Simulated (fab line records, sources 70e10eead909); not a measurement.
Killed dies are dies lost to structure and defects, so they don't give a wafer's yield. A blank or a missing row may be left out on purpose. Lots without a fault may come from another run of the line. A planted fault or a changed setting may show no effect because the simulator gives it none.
Which tool did it? | flow nand_harc | 12 lots, 36 wafers sampled, at 5 steps of a route of 1302

WHAT THE GAUGES READ, wafer by wafer
NHARC_END_SORT_01.
lot  | measured     | on        | defect_limited_yield (%) | killed_at_array | killed_at_other | killed_at_periphery | killed_dies | killed_open | killed_short
L599 | day 32 21:51 | prober-01 | 90.5                     | 63              | 0               | 1                   | 64          | 5           | 3

WHICH TOOL RAN EACH LOT (tool, then ch and the chambers of the sampled wafers, then the start)
lot  | NHARC_A_M1_PRE_CLEAN_32         | NHARC_A_BONDPAD_ETCH_34            | NHARC_A_BONDPAD_PVD_27                  | NHARC_A_BONDPAD_ANNEAL_28
L579 | pecvd-01 ch 0,2, day 23 05:25   | rie_diel-02 ch 1,2,3, day 23 07:35 | pvd_sputter-01, day 23 09:10 or earlier | rtp_anneal-02 ch 0, day 23 09:10
L580 | pecvd-03 ch 0,2, day 23 18:19   | rie_diel-06 ch 1,3, day 23 20:28   | pvd_sputter-01, day 23 22:04 or earlier | rtp_anneal-01 ch 0, day 23 22:04
L582 | pecvd-01 ch 0,1,2, day 23 23:58 | rie_diel-06 ch 0,1,3, day 24 02:08 | pvd_sputter-03, day 24 03:44 or earlier | rtp_anneal-02 ch 0, day 24 03:44
L583 | pecvd-01 ch 1,2, day 24 10:27   | rie_diel-06 ch 0,1,3, day 24 12:29 | pvd_sputter-03, day 24 14:04 or earlier | rtp_anneal-02 ch 0, day 24 14:04
L585 | pecvd-01 ch 0,2, day 25 05:32   | rie_diel-06 ch 0,1,2, day 25 07:42 | pvd_sputter-03, day 25 09:17 or earlier | rtp_anneal-01 ch 0, day 25 09:17
L584 | pecvd-02 ch 1,2, day 25 05:46   | rie_diel-06 ch 2,3, day 25 07:56   | pvd_sputter-03, day 25 09:38 or earlier | rtp_anneal-02 ch 0, day 25 09:38
L587 | pecvd-01 ch 0,2, day 27 00:20   | rie_diel-02 ch 0,2, day 27 02:25   | pvd_sputter-03, day 27 04:17 or earlier | rtp_anneal-01 ch 0, day 27 04:17
L588 | pecvd-03 ch 0,1,2, day 28 01:18 | rie_diel-06 ch 1,2,3, day 28 03:27 | pvd_sputter-03, day 28 05:03 or earlier | rtp_anneal-01 ch 0, day 28 05:03
L597 | pecvd-02 ch 0,1, day 30 12:19   | rie_diel-06 ch 0,2, day 30 14:28   | pvd_sputter-02, day 30 16:07 or earlier | rtp_anneal-02 ch 0, day 30 16:07
L599 | pecvd-01 ch 0,1,2, day 31 04:08 | rie_diel-06 ch 0,3, day 31 06:08   | pvd_sputter-02, day 31 07:49 or earlier | rtp_anneal-01 ch 0, day 31 07:49
L600 | pecvd-02 ch 0,1,2, day 32 01:48 | rie_diel-06 ch 2,3, day 32 03:58   | pvd_sputter-03, day 32 05:40 or earlier | rtp_anneal-01 ch 0, day 32 05:40
L602 | pecvd-03 ch 0,1, day 32 12:47   | rie_diel-03 ch 1,2,3, day 32 14:56 | pvd_sputter-03, day 32 16:32 or earlier | rtp_anneal-01 ch 0, day 32 16:32
- NHARC_A_M1_PRE_CLEAN_32: time 12 s.
- NHARC_A_BONDPAD_ETCH_34: etches the open film in N2/H2, target depth 60 nm, overetch 18 nm, time 65.91 s.
- NHARC_A_BONDPAD_PVD_27: deposits Cu, target thk 30 nm, time 20.49 s.
- NHARC_A_BONDPAD_ANNEAL_28: time 90 s.

WHAT THE TOOLS THEMSELVES READ (means of the sampled wafers that have a number; where no wafer has one, the mark that the record gives instead)
NHARC_A_M1_PRE_CLEAN_32.
lot  | tool     | heater_power_outer_w (W) | heater_power_w (W)
L579 | pecvd-01 | 367                      | 626
L580 | pecvd-03 | 368                      | 631
L582 | pecvd-01 | 406                      | 696
L583 | pecvd-01 | 423                      | 710
L585 | pecvd-01 | 366                      | 640
L584 | pecvd-02 | 391                      | 671
L587 | pecvd-01 | 381                      | 664
L588 | pecvd-03 | 382                      | 636
L597 | pecvd-02 | 454                      | 780
L599 | pecvd-01 | 445                      | 756
L600 | pecvd-02 | 376                      | 654
L602 | pecvd-03 | 427                      | 727

NHARC_A_BONDPAD_ETCH_34.
lot  | tool        | bias_w (W) | drypump_motor_current_A (A) | oes_product_au (a.u.) | rf_vpp_V (V) | run_length_s (s) | showerhead_plenum_p_Torr (Torr) | throttle_valve_pct (%)
L579 | rie_diel-02 | 149.8      | 5.8                         | 0.991                 | 430.3        | 86.9             | 2.05                            | 14.173
L580 | rie_diel-06 | 149.8      | 6.3                         | 1.001                 | 429.8        | 86.9             | 2.02                            | 14.171
L582 | rie_diel-06 | 150.4      | 6.2                         | 0.998                 | 431.7        | 87.0             | 2.05                            | 14.171
L583 | rie_diel-06 | 150.1      | 6.2                         | 1.009                 | 431.3        | 86.8             | 2.05                            | 14.165
L585 | rie_diel-06 | 150.2      | 6.1                         | 1.000                 | 431.1        | 86.5             | 2.08                            | 14.175
L584 | rie_diel-06 | 149.9      | 6.2                         | 1.008                 | 428.7        | 87.1             | 1.98                            | 14.166
L587 | rie_diel-02 | 149.9      | 5.3                         | 0.997                 | 429.0        | 86.9             | 1.98                            | 14.169
L588 | rie_diel-06 | 149.5      | 6.2                         | 1.002                 | 430.2        | 87.0             | 2.01                            | 14.174
L597 | rie_diel-06 | 149.3      | 6.0                         | 1.002                 | 432.6        | 86.7             | 2.11                            | 14.168
L599 | rie_diel-06 | -          | 6.3                         | 0.995                 | 430.1        | 68.9             | 2.02                            | 14.165
L600 | rie_diel-06 | -          | 6.1                         | 1.008                 | 429.5        | 68.7             | 2.01                            | 14.174
L602 | rie_diel-03 | 150.0      | 5.9                         | 1.004                 | 432.8        | 87.3             | 2.13                            | 14.164

NHARC_A_BONDPAD_PVD_27.
lot  | tool           | cathode_dc_power_W (W) | throttle_valve_pct (%)
L579 | pvd_sputter-01 | 4999.6                 | 30.7
L580 | pvd_sputter-01 | 5000.1                 | 30.3
L582 | pvd_sputter-03 | 5000.3                 | 29.2
L583 | pvd_sputter-03 | 5000.2                 | 28.3
L585 | pvd_sputter-03 | 4999.4                 | 28.3
L584 | pvd_sputter-03 | 5000.7                 | 30.9
L587 | pvd_sputter-03 | 4999.3                 | 30.7
L588 | pvd_sputter-03 | 5000.2                 | 29.3
L597 | pvd_sputter-02 | 4999.4                 | 31.4
L599 | pvd_sputter-02 | 5000.9                 | 30.5
L600 | pvd_sputter-03 | 4999.5                 | 31.3
L602 | pvd_sputter-03 | 5001.0                 | 30.0

NHARC_A_BONDPAD_ANNEAL_28.
lot  | tool          | wafer_temp_C_max
L579 | rtp_anneal-02 | 226.4
L580 | rtp_anneal-01 | 225.8
L582 | rtp_anneal-02 | 226.6
L583 | rtp_anneal-02 | 226.5
L585 | rtp_anneal-01 | 225.8
L584 | rtp_anneal-02 | 226.4
L587 | rtp_anneal-01 | 226.1
L588 | rtp_anneal-01 | 226.0
L597 | rtp_anneal-02 | 226.6
L599 | rtp_anneal-01 | 225.8
L600 | rtp_anneal-01 | 225.9
L602 | rtp_anneal-01 | 225.7

THE ANSWER, worked out from the rows above alone
Rule: what is usual is taken from the lots themselves. Put in order of their means at a reading, lots are off if they are a third of the lots or fewer, leave a main group of 4 or more, and stand apart from it by a gap of 3 or more times the standard deviation of the main group's means; of several such gaps the widest counts. A main group whose means are all the same, to the digits that the tables above print for the reading, isn't used. A lot without any number at a reading at which 4 lots or more have one is off too. The other lots that the step has rows for count as sound. The gauges are gone through in route order, then the tools' own readings, and for those a lot's mean is taken as printed above. The first step at which some lot is off is used, and at that step the reading that is off furthest; a lot without a number counts as furthest.
Off: L599, L600, at NHARC_A_BONDPAD_ETCH_34 (bias_w). Without a number there: L599, L600. The main group: mean 149.9 W, standard deviation 0.3.
A tool fits if, at that step or a process step before it, it ran every lot that is off, and no sound lot after the first of them. One fits: rie_diel-06 at NHARC_A_BONDPAD_ETCH_34. Its last sound lot is L597 (day 30 14:28), its first lot that is off L599 (day 31 06:08): a fault that began between those two fits.
The tool's own readings at NHARC_A_BONDPAD_ETCH_34 bear it out: on the lots that are off they differ by more than 5 times the standard deviation of the sound lots' means. run_length_s reads 68.8 s there against 86.9 s on the sound lots.
Blank at NHARC_A_BONDPAD_ETCH_34 on the lots that are off, where sound lots have numbers: bias_w.

WHAT THE SIMULATOR HAD PUT IN
Process parameter drift: rie_diel-06, from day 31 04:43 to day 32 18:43, at NHARC_A_BONDPAD_ETCH_34. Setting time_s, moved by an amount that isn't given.
Lots struck among those shown: L599, L600. The rule above found the same.
